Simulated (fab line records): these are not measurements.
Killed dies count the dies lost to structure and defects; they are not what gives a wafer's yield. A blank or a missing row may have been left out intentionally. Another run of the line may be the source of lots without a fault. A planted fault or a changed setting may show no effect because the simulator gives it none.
fab line records	flow nandHarc	part 1 of 2: steps 1 to 24 of 35
record lots=5	wafers=15	lastDay=24
route steps=1159 shown A_CHANNEL_HOLE_D1@484 A_CHANNEL_FILL_D1@490 A_STAIRCASE@519
lots that met no fault: from a run of the same line without faults
startH: hours from the record's opening day to when the first of the lot's shown wafers began	waitH: hours from the lot's prior step to this one	" as in the row above	L1.1+2: one row covering several wafers at once	- no value present, or no start provided	* or withheld: withheld	< > ~ a bound
route shown NAME@n: NAME is a module with steps in the file, n the number in the route of the first one	usual: mean/standard deviation taken from wafers without a fault	same: alike in all rows	chamber/n: place in a boat	sites: each site's reading	_std_site: their standard deviation	_edge_site: inner sites' mean taken away from outer sites' mean	radiusMm: for every site, how far away it sits from the centre of the wafer	mask NAME#n: copy n	behind: the last tool/chamber to shape the wafer	hold: why the lot went on hold/how many hours it stayed there/how the hold came to an end	device: names the non-switching transistor (n, p or np)	end of line: at the end of the route, the tests of the same wafers	a step without rows: its recipe alone	killed: the dies lost at the first sort to structure and to defects; this is not the yield of the wafer	map: a wafer's dies, marking killed ones x, the rest . and places with no die _
set.NAME: the run value of the setting; set.NAME@STEP: its run value at that earlier step	model.NAME: the simulator's own value behind a step, which no gauge read
certain route steps with their lots: each step a table, each wafer a row
services: from which hour (startH, from the record's first day; less than 0 if before it) a tool's chamber was out of use, for how many hours, and why
## steps
# step NHARC_A_CHANNEL_HOLE_D1_STRIP_27
# recipe o2FlowSccm=500	arFlowSccm=0	biasW=0	chemistry=O2
# usual drypumpMotorCurrentA=5.8/0.33	oesProductAu=1.003/0.01	rfVppV=57.8/0.89	showerheadPlenumPTorr=3.54/0.15	throttleValvePct=17.037/0.0088
lot.wafer	tool	chamber	startH	waitH	drypumpMotorCurrentA	oesProductAu	rfHoursCounterH	rfVppV	showerheadPlenumPTorr	throttleValvePct
L076.2	rieDiel-08	1	-	-	5.5	1.006	4	56.2	3.43	17.021
L076.1	"	3	"	"	5.4	1.015	3	57.7	3.37	17.038
L076.6	"	0	"	"	6.1	1.005	-	56.9	3.48	17.035
L081.2	rieDiel-08	2	-	-	5.8	1.004	5	58.9	3.78	17.041
L081.5	"	3	"	"	5.4	1.022	-	58.1	3.37	17.042
L081.6	"	0	"	"	6.1	1.005	-	57.7	3.48	17.044
L086.4	rieDiel-07	2	-	-	5.7	0.992	1	58.6	3.32	17.037
L086.6	"	2	"	"	5.7	0.997	-	57.5	3.32	17.044
L086.5	"	3	"	"	5.4	0.992	-	58.6	3.43	17.042
L092.4	rieDiel-07	1	-	-	5.9	0.994	4	57.0	3.74	17.032
L092.1	"	3	"	"	5.4	0.998	4	57.6	3.43	17.036
L092.5	"	1	"	"	5.9	0.980	-	57.0	3.74	17.053
L096.3	rieDiel-04	0	-	-	6.1	1.026	2	57.9	3.60	17.048
L096.6	"	3	"	"	6.2	0.998	-	59.1	3.62	17.028
L096.4	"	0	"	"	6.1	1.006	-	57.5	3.60	17.025
# step NHARC_A_CHANNEL_HOLE_D1_PRECLEAN_28
# recipe timeS=*	tempC=50	bathAgeMin=0	chemistry=SC1
# usual diwFlowMLMin=1415/4.1	h2o2FlowMLMin=56.61/0.19	sc1H2o2EndMolL=0.3699/0.00068
# same bathAgeMin=0	timeS=*
lot.wafer	tool	chamber	startH	waitH	diwFlowMLMin	h2o2FlowMLMin	sc1H2o2EndMolL
L076.6	wetBench-04	7	195.83	-	1417	56.88	0.3717
L076.1	"	1	"	"	1417	56.51	0.3708
L076.2	"	2	"	"	1414	56.76	0.3695
L081.6	wetBench-04	7	214.74	-	1424	56.67	0.3697
L081.5	"	1	"	"	1419	56.72	0.3689
L081.2	"	3	"	"	1416	56.61	0.3700
L086.6	wetBench-09	7	257.44	-	1420	56.73	0.3700
L086.4	"	1	"	"	1417	56.58	0.3689
L086.5	"	4	"	"	1412	56.68	0.3699
L092.4	wetBench-09	4	283.83	-	1410	56.33	0.3690
L092.5	"	5	"	"	1415	56.79	0.3690
L092.1	"	6	"	"	1415	56.34	0.3701
L096.3	wetBench-04	0	311.60	-	1415	56.82	0.3695
L096.4	"	2	"	"	1424	56.72	0.3702
L096.6	"	3	"	"	1420	56.64	0.3695
# step NHARC_A_CHANNEL_HOLE_D1_SRD_29
lot.wafer	tool	chamber	startH	waitH
L076.6+1+2	wetBench-04	7,1,2	-	-
L081.6+5+2	wetBench-04	7,1,3	-	-
L086.6+4+5	wetBench-09	7,1,4	-	-
L092.4+5+1	wetBench-09	4,5,6	-	-
L096.3+4+6	wetBench-04	0,2,3	-	-
# step NHARC_A_CHANNEL_HOLE_D1_CD_MEAS_30
# usual cdNm=89.9/1.3
lot.wafer	tool	chamber	startH	waitH	cdNm
L076.1	cdSem-01	-	195.96	-	88.7
L076.2	"	-	"	"	90.1
L076.6	"	-	"	"	90.8
L081.2	cdSem-03	-	214.90	-	91.5
L081.5	"	-	"	"	90.1
L081.6	"	-	"	"	90.7
L086.4	cdSem-01	-	257.59	-	89.2
L086.5	"	-	"	"	88.1
L086.6	"	-	"	"	88.6
L092.1	cdSem-03	-	283.96	-	88.4
L092.4	"	-	"	"	89.9
L092.5	"	-	"	"	92.1
L096.3	cdSem-01	-	311.75	-	88.8
L096.4	"	-	"	"	88.4
L096.6	"	-	"	"	89.7
# step NHARC_A_CHANNEL_HOLE_D1_XSEM_31
# recipe landingEnergyEv=35000
# usual botCdNm=74.6/1.4	bowNm=8.6/0.32	tiltDeg=0.07/0.044
lot.wafer	tool	chamber	startH	waitH	botCdNm	bowNm	tiltDeg
L076.1	xsem-01	0	196.05	0.1	74.0	9.0	0.03
L076.2	"	0	"	"	75.9	9.0	0.03
L076.6	"	0	"	"	76.1	9.0	0.03
L081.2	xsem-01	0	214.98	0.1	76.0	8.5	0.05
L081.5	"	0	"	"	74.1	8.5	0.05
L081.6	"	0	"	"	75.0	8.5	0.05
L086.4	xsem-01	0	257.68	0.1	73.8	8.2	0.11
L086.5	"	0	"	"	72.1	8.2	0.11
L086.6	"	0	"	"	72.3	8.1	0.11
L092.1	xsem-01	0	284.04	0.1	71.8	8.2	0.02
L092.4	"	0	"	"	73.6	8.3	0.02
L092.5	"	0	"	"	75.9	8.2	0.02
L096.3	xsem-01	0	311.84	0.1	72.8	8.4	0.04
L096.4	"	0	"	"	73.5	8.5	0.03
L096.6	"	0	"	"	74.5	8.4	0.04
# step NHARC_A_CHANNEL_HOLE_D1_INSPECT_40
# usual rawDefectCount=64/17
lot.wafer	tool	chamber	startH	waitH	rawDefectCount
L076.1	defectInspect-01	-	196.16	-	45
L076.2	"	-	"	"	71
L076.6	"	-	"	"	71
L081.2	defectInspect-02	-	215.08	-	58
L081.5	"	-	"	"	85
L081.6	"	-	"	"	71
L086.4	defectInspect-02	-	257.76	-	37
L086.5	"	-	"	"	41
L086.6	"	-	"	"	57
L092.1	defectInspect-01	-	284.14	-	37
L092.4	"	-	"	"	59
L092.5	"	-	"	"	64
L096.3	defectInspect-01	-	311.93	-	70
L096.4	"	-	"	"	59
L096.6	"	-	"	"	46
# step NHARC_A_CHANNEL_FILL_D1_PRECLEAN_00
# recipe timeS=*	tempC=50	bathAgeMin=0	chemistry=SC1
# usual diwFlowMLMin=1415/3.8	h2o2FlowMLMin=56.60/0.18	sc1H2o2EndMolL=0.3697/0.00071
# same bathAgeMin=0	timeS=*
lot.wafer	tool	chamber	startH	waitH	diwFlowMLMin	h2o2FlowMLMin	sc1H2o2EndMolL
L076.1	wetBench-01	3	196.21	0.1	1414	56.61	0.3702
L076.2	"	4	"	"	1407	56.88	0.3697
L076.6	"	6	"	"	1414	56.93	0.3696
L081.5	wetBench-05	0	215.15	0.1	1410	56.48	0.3704
L081.2	"	1	"	"	1413	56.56	0.3681
L081.6	"	2	"	"	1415	56.46	0.3700
L086.4	wetBench-07	4	257.81	0.0	1415	56.78	0.3698
L086.6	"	5	"	"	1412	56.60	0.3693
L086.5	"	1	"	"	1417	56.87	0.3688
L092.4	wetBench-01	3	284.20	0.1	1411	56.45	0.3708
L092.1	"	4	"	"	1411	56.38	0.3705
L092.5	"	7	"	"	1423	56.55	0.3694
L096.3	wetBench-07	5	311.98	0.0	1423	56.62	0.3723
L096.4	"	1	"	"	1420	56.46	0.3703
L096.6	"	2	"	"	1417	56.61	0.3705
# step NHARC_A_CHANNEL_FILL_D1_SRD_01
lot.wafer	tool	chamber	startH	waitH
L076.1+2+6	wetBench-01	3,4,6	-	-
L081.5+2+6	wetBench-05	0,1,2	-	-
L086.4+6+5	wetBench-07	4,5,1	-	-
L092.4+1+5	wetBench-01	3,4,7	-	-
L096.3+4+6	wetBench-07	5,1,2	-	-
# step NHARC_A_CHANNEL_FILL_D1_ALD_02
# recipe targetThkA=60	pulseTimeS=10	aldCycles=60	tempC=300	material=SiO2
# usual heaterPowerW=481/37	precursorPulseHeightRel=0.999/0.021
lot.wafer	tool	chamber	startH	waitH	heaterPowerW	precursorPulseHeightRel	sinceWetCleanH
L076.2	aldHk-02	0	196.35	-	455	1.009	84
L076.1	"	1	"	"	453	1.015	85
L076.6	"	1	"	"	457	0.980	-
L081.2	aldHk-03	0	215.41	-	473	0.989	59
L081.6	"	2	"	"	541	0.970	-
L081.5	"	3	"	"	524	0.987	-
L086.4	aldHk-04	1	258.04	-	410	0.988	59
L086.6	"	0	"	"	527	1.004	-
L086.5	"	1	"	"	417	0.966	-
L092.4	aldHk-03	2	284.65	-	528	0.991	128
L092.1	"	3	"	"	507	1.012	128
L092.5	"	1	"	"	496	0.992	-
L096.3	aldHk-02	0	312.12	-	447	1.016	22
L096.4	"	2	"	"	476	1.002	22
L096.6	"	1	"	"	442	1.008	-
# step NHARC_A_CHANNEL_FILL_D1_ALD_03
# recipe targetThkA=60	pulseTimeS=60	aldCycles=58	tempC=630	pressureTorr=2	material=SiNx
# usual precursorPulseHeightRel=1.000/0.02
lot.wafer	tool	chamber	startH	waitH	precursorPulseHeightRel
L076.1	aldSinBatch-02	0	-	-	0.977
L076.2	"	0	"	"	1.011
L076.6	"	0	"	"	1.010
L081.2	aldSinBatch-01	0	-	-	1.019
L081.5	"	0	"	"	1.025
L081.6	"	0	"	"	1.006
L086.4	aldSinBatch-01	0	-	-	0.973
L086.5	"	0	"	"	1.012
L086.6	"	0	"	"	1.033
L092.1	aldSinBatch-01	0	-	-	1.002
L092.4	"	0	"	"	0.999
L092.5	"	0	"	"	1.021
L096.3	aldSinBatch-01	0	-	-	0.965
L096.4	"	0	"	"	0.982
L096.6	"	0	"	"	1.015
# step NHARC_A_CHANNEL_FILL_D1_ALD_14
# recipe targetThkA=25	pulseTimeS=10	aldCycles=25	tempC=300	material=SiO2
# usual heaterPowerW=469/44	precursorPulseHeightRel=1.003/0.018
lot.wafer	tool	chamber	startH	waitH	heaterPowerW	precursorPulseHeightRel	sinceWetCleanH
L076.1	aldHk-02	3	205.10	1.5	491	0.994	93
L076.2	"	0	"	"	459	1.039	93
L076.6	"	1	"	"	455	0.993	-
L081.2	aldHk-03	3	222.30	0.1	525	1.011	65
L081.5	"	2	"	"	541	0.995	-
L081.6	"	3	"	"	524	1.001	-
L086.4	aldHk-04	3	264.73	0.2	440	1.023	66
L086.6	"	0	"	"	519	1.018	-
L086.5	"	1	"	"	405	1.016	-
L092.1	aldHk-04	1	291.09	0.1	425	0.971	92
L092.4	"	2	"	"	434	1.000	92
L092.5	"	1	"	"	401	1.028	-
L096.4	aldHk-03	0	319.10	0.1	455	0.997	162
L096.3	"	1	"	"	490	1.017	162
L096.6	"	3	"	"	537	0.977	-
# step NHARC_A_CHANNEL_FILL_D1_ALD_15
# recipe targetThkA=20	pulseTimeS=60	aldCycles=19	tempC=630	pressureTorr=2	material=SiNx
# usual precursorPulseHeightRel=0.999/0.019
lot.wafer	tool	chamber	startH	waitH	precursorPulseHeightRel
L076.1	aldSinBatch-03	0	-	-	0.970
L076.2	"	0	"	"	1.011
L076.6	"	0	"	"	0.989
L081.2	aldSinBatch-02	0	-	-	1.028
L081.5	"	0	"	"	0.983
L081.6	"	0	"	"	1.037
L086.4	aldSinBatch-01	0	-	-	0.990
L086.5	"	0	"	"	0.978
L086.6	"	0	"	"	0.961
L092.1	aldSinBatch-01	0	-	-	1.007
L092.4	"	0	"	"	1.030
L092.5	"	0	"	"	1.020
L096.3	aldSinBatch-02	0	-	-	0.991
L096.4	"	0	"	"	1.010
L096.6	"	0	"	"	1.040
# step NHARC_A_CHANNEL_FILL_D1_ALD_16
# recipe targetThkA=15	pulseTimeS=10	aldCycles=15	tempC=300	material=SiO2
# usual heaterPowerW=477/42	precursorPulseHeightRel=1.001/0.02
lot.wafer	tool	chamber	startH	waitH	heaterPowerW	precursorPulseHeightRel	sinceWetCleanH
L076.2	aldHk-04	3	210.23	0.1	442	0.998	12
L076.1	"	0	"	"	527	0.972	12
L076.6	"	2	"	"	426	1.011	-
L081.2	aldHk-03	1	227.52	0.1	505	1.014	71
L081.6	"	3	"	"	524	0.999	-
L081.5	"	0	"	"	456	0.958	-
L086.4	aldHk-04	3	269.81	0.1	439	1.015	71
L086.5	"	3	"	"	432	1.000	-
L086.6	"	0	"	"	530	1.031	-
L092.4	aldHk-04	3	296.32	0.1	442	0.979	98
L092.1	"	0	"	"	524	1.000	98
L092.5	"	2	"	"	434	0.991	-
L096.4	aldHk-02	0	326.46	2.3	450	1.019	36
L096.3	"	2	"	"	482	1.017	36
L096.6	"	3	"	"	505	0.979	-
# step NHARC_A_CHANNEL_FILL_D1_ANNEAL_17
# recipe tempC=850	timeS=1800
# same timeS=1800
lot.wafer	tool	chamber	startH	waitH
L076.1+2+6	furnace-01	0	213.63	-
L081.2+5+6	furnace-01	0	230.90	-
L086.4+5+6	furnace-03	0	272.98	-
L092.1+4+5	furnace-03	0	302.12	-
L096.3+4+6	furnace-03	0	329.60	-
# step NHARC_A_CHANNEL_FILL_D1_CVD_18
# recipe targetThkA=30	tempC=550	material=poly-Si
lot.wafer	tool	chamber	startH	waitH
L076.1+2+6	lpcvdPoly-01	0	220.07	-
L081.2+5+6	lpcvdPoly-01	0	237.36	-
L086.4+5+6	lpcvdPoly-04	0	279.52	-
L092.1+4+5	lpcvdPoly-03	0	308.62	-
L096.3+4+6	lpcvdPoly-01	0	336.02	-
# step NHARC_A_CHANNEL_FILL_D1_ETCHBACK_19
# recipe targetDepthA=50	timeS=1.7	hbrFlowSccm=150	cl2FlowSccm=50	rfW=400	icpW=400	biasW=100	chemistry=HBr/Cl2
# usual drypumpMotorCurrentA=5.7/0.41	oesProductAu=0.999/0.0085	throttleValvePct=26.406/0.0097
# same timeS=1.7
lot.wafer	tool	chamber	startH	waitH	drypumpMotorCurrentA	oesProductAu	rfHoursCounterH	throttleValvePct
L076.2	rieSi-04	3	222.18	0.4	6.3	0.996	1.0	26.412
L076.1	"	0	"	"	5.6	0.999	0.9	26.409
L076.6	"	2	"	"	4.9	1.002	-	26.406
L081.2	rieSi-04	0	239.43	0.4	5.6	1.002	1.0	26.403
L081.5	"	0	"	"	5.6	1.004	-	26.416
L081.6	"	1	"	"	5.8	1.002	-	26.404
L086.4	rieSi-06	0	281.58	0.4	5.5	0.991	0.8	26.422
L086.5	"	0	"	"	5.5	0.995	-	26.395
L086.6	"	1	"	"	5.8	1.004	-	26.390
L092.4	rieSi-06	2	310.74	0.4	5.9	1.012	1.1	26.409
L092.1	"	3	"	"	5.5	0.995	1.1	26.404
L092.5	"	0	"	"	5.5	0.999	-	26.393
L096.3	rieSi-01	1	338.12	0.4	5.7	0.995	0.2	26.411
L096.4	"	2	"	"	6.5	0.999	0.2	26.405
L096.6	"	3	"	"	5.8	0.987	-	26.402
# step NHARC_A_CHANNEL_FILL_D1_ETCHBACK_20
# recipe targetDepthA=270	timeS=13.5	c4f8FlowSccm=withheld	o2FlowSccm=8	arFlowSccm=withheld	rfW=600	biasW=1500	chemistry=C4F8/O2/Ar
# usual oesProductAu=0.97/0.036	rfVppV=981/4.9
# same timeS=13.5
lot.wafer	tool	chamber	startH	waitH	oesProductAu	rfHoursCounterH	rfVppV
L076.2	rieDiel-13	1	222.30	-	1.01	4	983
L076.1	"	0	"	"	1.00	4	979
L076.6	"	2	"	"	1.00	-	981
L081.2	rieDiel-10	3	239.58	-	1.00	11	980
L081.5	"	0	"	"	1.01	-	987
L081.6	"	1	"	"	1.00	-	970
L086.4	rieDiel-10	3	281.73	-	0.91	20	981
L086.5	"	0	"	"	0.93	-	987
L086.6	"	1	"	"	1.00	-	970
L092.1	rieDiel-13	3	310.85	-	0.95	1	988
L092.4	"	1	"	"	0.94	1	984
L092.5	"	2	"	"	0.93	-	982
L096.3	rieDiel-01	3	338.23	-	0.98	0	976
L096.4	"	1	"	"	1.00	0	980
L096.6	"	3	"	"	0.98	-	976
# step NHARC_A_CHANNEL_FILL_D1_STRIP_28
# recipe timeS=20	o2FlowSccm=500	arFlowSccm=0	biasW=0	chemistry=O2
# usual drypumpMotorCurrentA=5.8/0.37	oesProductAu=1.003/0.013	rfVppV=57.9/0.87	showerheadPlenumPTorr=3.60/0.12	throttleValvePct=17.037/0.0096
# same timeS=20
lot.wafer	tool	chamber	startH	waitH	drypumpMotorCurrentA	oesProductAu	rfHoursCounterH	rfVppV	showerheadPlenumPTorr	throttleValvePct
L076.1	rieDiel-13	1	222.39	0.1	6.2	1.015	4	57.9	3.65	17.035
L076.2	"	2	"	"	5.5	1.014	4	58.1	3.60	17.044
L076.6	"	0	"	"	5.7	1.014	-	57.5	3.56	17.036
L081.2	rieDiel-10	1	239.66	0.1	5.8	0.991	9	57.1	3.31	17.045
L081.5	"	2	"	"	6.7	0.991	-	58.1	3.72	17.035
L081.6	"	3	"	"	5.5	0.993	-	58.1	3.57	17.036
L086.4	rieDiel-10	2	281.80	0.1	6.8	0.984	23	58.2	3.72	17.036
L086.5	"	0	"	"	5.7	1.009	-	57.0	3.76	17.050
L086.6	"	1	"	"	5.8	0.992	-	57.2	3.31	17.048
L092.1	rieDiel-13	3	310.93	0.1	5.6	1.040	1	57.4	3.76	17.029
L092.4	"	2	"	"	5.5	1.003	1	58.2	3.60	17.054
L092.5	"	0	"	"	5.7	1.019	-	57.6	3.56	17.044
L096.4	rieDiel-01	3	338.32	0.1	6.2	0.980	0	58.3	3.49	17.027
L096.3	"	0	"	"	5.4	1.004	0	57.9	3.44	17.035
L096.6	"	0	"	"	5.4	1.004	-	56.9	3.44	17.057
# step NHARC_A_CHANNEL_FILL_D1_PRECLEAN_21
# recipe timeS=30	chemistry=dHF
# same timeS=30
lot.wafer	tool	chamber	startH	waitH
L076.2+6+1	wetBench-07	5,6,7	222.49	-
L081.5+6+2	wetBench-01	3,4,5	239.76	-
L086.5+4+6	wetBench-01	7,0,3	281.90	-
L092.5+4+1	wetBench-01	6,7,0	311.05	-
L096.6+3+4	wetBench-01	7,0,1	338.42	-
# step NHARC_A_CHANNEL_FILL_D1_SRD_23
lot.wafer	tool	chamber	startH	waitH
L076.2+6+1	wetBench-07	5,6,7	222.51	0.0
L081.5+6+2	wetBench-01	3,4,5	239.78	0.0
L086.5+4+6	wetBench-01	7,0,3	281.92	0.0
L092.5+4+1	wetBench-01	6,7,0	311.09	0.0
L096.6+3+4	wetBench-01	7,0,1	338.44	0.0
# step NHARC_A_CHANNEL_FILL_D1_CVD_05
# recipe targetThkA=50	tempC=550	material=poly-Si
lot.wafer	tool	chamber	startH	waitH
L076.1+2+6	lpcvdPoly-04	0	224.93	2.4
L081.2+5+6	lpcvdPoly-03	0	242.20	2.4
L086.4+5+6	lpcvdPoly-04	0	284.35	2.4
L092.1+4+5	lpcvdPoly-01	0	313.34	2.2
L096.3+4+6	lpcvdPoly-01	0	340.70	2.3
# step NHARC_A_CHANNEL_FILL_D1_ANNEAL_22
# recipe tempC=620	timeS=7200
# same timeS=7200
lot.wafer	tool	chamber	startH	waitH
L076.1+2+6	furnace-03	0	230.03	3.3
L081.2+5+6	furnace-03	0	247.32	3.3
L086.4+5+6	furnace-03	0	292.19	6.0
L092.1+4+5	furnace-08	0	319.19	4.0
L096.3+4+6	furnace-03	0	345.80	3.3
# step NHARC_A_CHANNEL_FILL_D1_ALD_25
# recipe targetThkA=600	pulseTimeS=10	aldCycles=600	tempC=300	material=SiOx
# usual heaterPowerW=479/38	precursorPulseHeightRel=0.999/0.019
lot.wafer	tool	chamber	startH	waitH	heaterPowerW	precursorPulseHeightRel	sinceWetCleanH
L076.2	aldHk-02	2	238.00	4.0	467	1.009	127
L076.1	"	3	"	"	504	1.036	128
L076.6	"	2	240.47	6.5	478	0.963	-
L081.2	aldHk-02	1	252.61	1.3	450	1.012	142
L081.6	"	3	253.84	2.5	504	0.994	-
L081.5	"	0	"	"	467	0.999	-
L086.4	aldHk-02	3	297.48	1.3	484	0.995	8
L086.5	"	1	298.72	2.5	444	0.989	-
L086.6	"	2	"	"	478	1.009	-
L092.1	aldHk-04	0	323.38	0.1	524	0.991	126
L092.4	"	2	324.62	1.3	436	1.014	127
L092.5	"	1	326.48	3.2	415	1.021	-
L096.3	aldHk-02	1	349.89	0.0	451	0.970	61
L096.4	"	2	351.13	1.3	483	0.982	62
L096.6	"	2	356.09	6.2	489	1.012	-
# step NHARC_A_CHANNEL_FILL_D1_ETCHBACK_08
# recipe targetDepthA=2200	timeS=110	c4f8FlowSccm=20	arFlowSccm=withheld	rfW=600	biasW=300	chemistry=C4F8
# usual oesProductAu=0.96/0.038	rfVppV=442.2/2.1
# same timeS=110
lot.wafer	tool	chamber	startH	waitH	oesProductAu	rfHoursCounterH	rfVppV
L076.2	rieDiel-13	0	-	-	0.93	5	441.6
L076.1	"	1	"	"	0.93	4	442.6
L076.6	"	3	"	"	0.93	-	445.9
L081.2	rieDiel-01	3	-	-	0.98	3	439.6
L081.6	"	2	"	"	0.97	-	445.4
L081.5	"	3	"	"	0.98	-	439.0
L086.4	rieDiel-01	1	-	-	0.94	4	442.2
L086.6	"	3	"	"	0.93	-	440.3
L086.5	"	0	"	"	0.93	-	438.7
L092.1	rieDiel-01	3	-	-	0.99	0	440.1
L092.4	"	2	"	"	1.00	0	444.2
L092.5	"	0	"	"	1.00	-	439.4
L096.3	rieDiel-13	1	-	-	0.92	3	442.9
L096.4	"	3	"	"	0.94	3	444.1
L096.6	"	0	"	"	0.94	-	442.5
